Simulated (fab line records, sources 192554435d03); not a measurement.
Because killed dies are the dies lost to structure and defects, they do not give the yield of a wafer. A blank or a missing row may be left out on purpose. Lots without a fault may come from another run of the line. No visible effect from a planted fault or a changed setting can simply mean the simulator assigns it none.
Matching of chambers -- flow n5 finfet -- 4 sister chambers for N5_MIM_TOP_LITHO_DESCUM_10 on rie diel-06
The step chemistry O2, time 7.9 s. 4 wafers are shown with their chamber, then 7 later ones without.

## WAFERS PAIRED WITH THEIR CHAMBERS
wafer,chamber,drypump motor current A (A)
L188.5,2,5.67
L195.6,1,5.92
L198.2,0,5.52
L198.4,3,6.03

## WAFERS MISSING THEIR CHAMBER
wafer,drypump motor current A (A)
L198.5,5.92
L199.1,5.93
L199.2,5.54
L199.4,6.04
L201.1,6.05
L201.2,5.64
L201.3,5.56

## WHICH CHAMBER EACH ONE RAN IN
wafer,from the rows above,in truth
L198.5,1,1
L199.1,1,1
L199.2,0,0
L199.4,3,3
L201.1,3,3
L201.2,2,2
L201.3,0,0
Correct placement for 7 of the 7. Can't be placed from these rows: 0. Wrongly placed: 0.
How it was worked out, from the rows above alone: a wafer's distance from a chamber is the root of the sum, over the readings, of the square of ((its reading less the chamber's mean) divided by the reading's scatter). The wafer belongs to the nearest chamber; if the next one is less than 2 further off, it can't be placed. Each chamber's mean is taken over the wafers shown for it. The scatter (one wafer shown for each chamber): square how far every hidden wafer sits from the nearest shown wafer, average those squares and take the square root.
